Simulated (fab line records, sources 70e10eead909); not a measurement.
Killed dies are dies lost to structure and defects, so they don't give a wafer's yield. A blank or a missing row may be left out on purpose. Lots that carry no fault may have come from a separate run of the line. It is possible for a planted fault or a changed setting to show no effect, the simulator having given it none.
Chamber matching :: flow nand-harc :: NHARC_A_M1_CMP_23 on cmp-03: 4 sister chambers
The step polishes, t overpolish 20 s, target thk 154.34 nm. 8 wafers are shown with their chamber, then 11 later ones without.

WAFERS PAIRED WITH THEIR CHAMBERS
wafer: L084.3
chamber: 1
motor-current-A (A): 11.1
time-to-endpoint-s (s): 33

wafer: L083.1
chamber: 0
motor-current-A (A): 12.5
time-to-endpoint-s (s): 30

wafer: L083.2
chamber: 3
motor-current-A (A): 13.9
time-to-endpoint-s (s): 28

wafer: L083.6
chamber: 3
motor-current-A (A): 13.1
time-to-endpoint-s (s): 27

wafer: L085.1
chamber: 0
motor-current-A (A): 12.9
time-to-endpoint-s (s): 30

wafer: L085.4
chamber: 1
motor-current-A (A): 10.6
time-to-endpoint-s (s): 31

wafer: L085.5
chamber: 2
motor-current-A (A): 11.3
time-to-endpoint-s (s): 27

wafer: L092.1
chamber: 2
motor-current-A (A): 12.3
time-to-endpoint-s (s): 31

WAFERS WITHOUT THEIR CHAMBER
wafer: L092.2
motor-current-A (A): 14.0
time-to-endpoint-s (s): 28

wafer: L092.4
motor-current-A (A): 11.7
time-to-endpoint-s (s): 29

wafer: L091.1
motor-current-A (A): 11.2
time-to-endpoint-s (s): 30

wafer: L091.3
motor-current-A (A): 13.0
time-to-endpoint-s (s): 31

wafer: L091.5
motor-current-A (A): 10.7
time-to-endpoint-s (s): 29

wafer: L094.1
motor-current-A (A): 11.3
time-to-endpoint-s (s): 33

wafer: L094.4
motor-current-A (A): 11.7
time-to-endpoint-s (s): 32

wafer: L094.5
motor-current-A (A): 13.6
time-to-endpoint-s (s): 30

wafer: L096.1
motor-current-A (A): 10.6
time-to-endpoint-s (s): 32

wafer: L096.2
motor-current-A (A): 13.4
time-to-endpoint-s (s): 28

wafer: L096.3
motor-current-A (A): 12.6
time-to-endpoint-s (s): 31

WHICH CHAMBER EACH WENT THROUGH
wafer: L092.2
from the rows above: can't be placed: 3 or 0
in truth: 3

wafer: L092.4
from the rows above: can't be placed: 2 or 0
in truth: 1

wafer: L091.1
from the rows above: can't be placed: 2 or 1 or 0
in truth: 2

wafer: L091.3
from the rows above: can't be placed: 0 or 3 or 2
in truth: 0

wafer: L091.5
from the rows above: can't be placed: 1 or 2
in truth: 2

wafer: L094.1
from the rows above: can't be placed: 1 or 2
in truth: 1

wafer: L094.4
from the rows above: can't be placed: 1 or 2 or 0
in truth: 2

wafer: L094.5
from the rows above: can't be placed: 3 or 0
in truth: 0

wafer: L096.1
from the rows above: 1
in truth: 1

wafer: L096.2
from the rows above: can't be placed: 3 or 0
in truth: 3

wafer: L096.3
from the rows above: can't be placed: 0 or 2
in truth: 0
Placed correctly: 1 of 11. Cannot be placed on the basis of these rows: 10; the candidates contain the true chamber in 9. Placed wrongly: 0.
How it was worked out, from the rows above alone: a wafer's distance from a chamber is the root of the sum, over the readings, of the square of ((its reading less the chamber's mean) divided by the reading's scatter). The wafer belongs to the nearest chamber; if the next one is less than 2 further off, it can't be placed. Each chamber's mean is taken over the wafers shown for it. The scatter: take each reading less its chamber's mean, square it, sum over the shown wafers, divide by the number of wafers less the number of chambers, and take the root.
